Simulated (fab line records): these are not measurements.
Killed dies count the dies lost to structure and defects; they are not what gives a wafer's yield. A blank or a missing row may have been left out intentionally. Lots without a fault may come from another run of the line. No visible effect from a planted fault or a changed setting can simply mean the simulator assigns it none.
Matching of chambers | flow nandHarc | 4 sister chambers for NHARC_P_M0_DESCUM_14 on rieDiel-05
The step chemistry O2, time 3 s. 24 wafers are shown with their chamber, then 12 later ones without.

## WAFERS PAIRED WITH THEIR CHAMBERS
wafer  | chamber | drypumpMotorCurrentA (A) | oesProductAu (a.u.) | throttleValvePct (%)
L074.1 | 0       | 6.1                      | 0.993               | 11.321
L074.2 | 2       | 5.0                      | 0.981               | 11.317
L074.3 | 3       | 5.2                      | 1.006               | 11.318
L076.1 | 1       | 6.4                      | 1.003               | 11.321
L076.2 | 2       | 5.0                      | 0.984               | 11.324
L076.3 | 0       | 6.1                      | 1.001               | 11.307
L078.2 | 1       | 6.4                      | 1.008               | 11.315
L078.4 | 2       | 5.0                      | 0.980               | 11.317
L078.5 | 2       | 5.0                      | 0.992               | 11.298
L078.1 | 0       | 6.0                      | 1.003               | 11.303
L078.3 | 3       | 5.2                      | 1.007               | 11.307
L078.6 | 1       | 6.4                      | 1.013               | 11.308
L079.2 | 0       | 6.0                      | 0.993               | 11.302
L079.5 | 2       | 5.0                      | 0.982               | 11.311
L079.6 | 1       | 6.4                      | 1.008               | 11.317
L080.1 | 0       | 6.0                      | 1.001               | 11.308
L080.2 | 3       | 5.2                      | 1.012               | 11.316
L080.4 | 2       | 5.0                      | 0.976               | 11.306
L085.1 | 3       | 5.1                      | 1.009               | 11.331
L085.4 | 0       | 6.1                      | 0.997               | 11.315
L085.6 | 0       | 6.0                      | 1.003               | 11.309
L085.2 | 1       | 6.4                      | 1.006               | 11.303
L085.3 | 2       | 5.0                      | 1.000               | 11.312
L085.5 | 1       | 6.4                      | 1.004               | 11.327

SIGNATURES (means of the wafers above)
reading              | chamber 0 | chamber 1 | chamber 2 | chamber 3 | scatter within a chamber
drypumpMotorCurrentA | 6.043     | 6.400     | 5.000     | 5.175     | 0.0351
oesProductAu         | 0.99871   | 1.00700   | 0.98500   | 1.00850   | 0.00551
throttleValvePct     | 11.30929  | 11.31517  | 11.31214  | 11.31800  | 0.00827
Rule: a wafer lies at a distance from a chamber equal to the root of the sum of squares, over the readings, of (its reading less the chamber's mean, divided by the reading's scatter). The wafer belongs to the nearest chamber; if the next one is less than 2 further off, it can't be placed. The scatter is the square root of a quotient: the sum, over the shown wafers, of each reading's squared deviation from its chamber's mean, divided by wafers minus chambers.

## WAFERS WHOSE CHAMBER IS MISSING
wafer  | drypumpMotorCurrentA (A) | oesProductAu (a.u.) | throttleValvePct (%)
L087.3 | 6.0                      | 0.997               | 11.305
L087.5 | 5.2                      | 1.008               | 11.330
L087.6 | 5.0                      | 1.006               | 11.326
L088.3 | 5.2                      | 0.999               | 11.326
L088.5 | 6.0                      | 0.996               | 11.314
L088.6 | 5.2                      | 1.007               | 11.302
L094.2 | 6.1                      | 0.984               | 11.296
L094.3 | 5.2                      | 0.999               | 11.315
L094.4 | 5.2                      | 0.994               | 11.317
L097.1 | 6.1                      | 1.001               | 11.330
L097.2 | 5.2                      | 0.999               | 11.328
L097.3 | 5.0                      | 1.014               | 11.301

## CHAMBER TAKEN BY EACH
wafer  | from the rows above     | in truth
L087.3 | 0                       | 0
L087.5 | 3                       | 3
L087.6 | can't be placed: 2 or 3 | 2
L088.3 | 3                       | 3
L088.5 | 0                       | 0
L088.6 | 3                       | 3
L094.2 | 0                       | 0
L094.3 | 3                       | 3
L094.4 | 3                       | 3
L097.1 | 0                       | 0
L097.2 | 3                       | 3
L097.3 | can't be placed: 2 or 3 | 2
10 of 12 placed correctly. Cannot be placed on the basis of these rows: 2; the candidates contain the true chamber in 2. Number placed wrongly: 0.
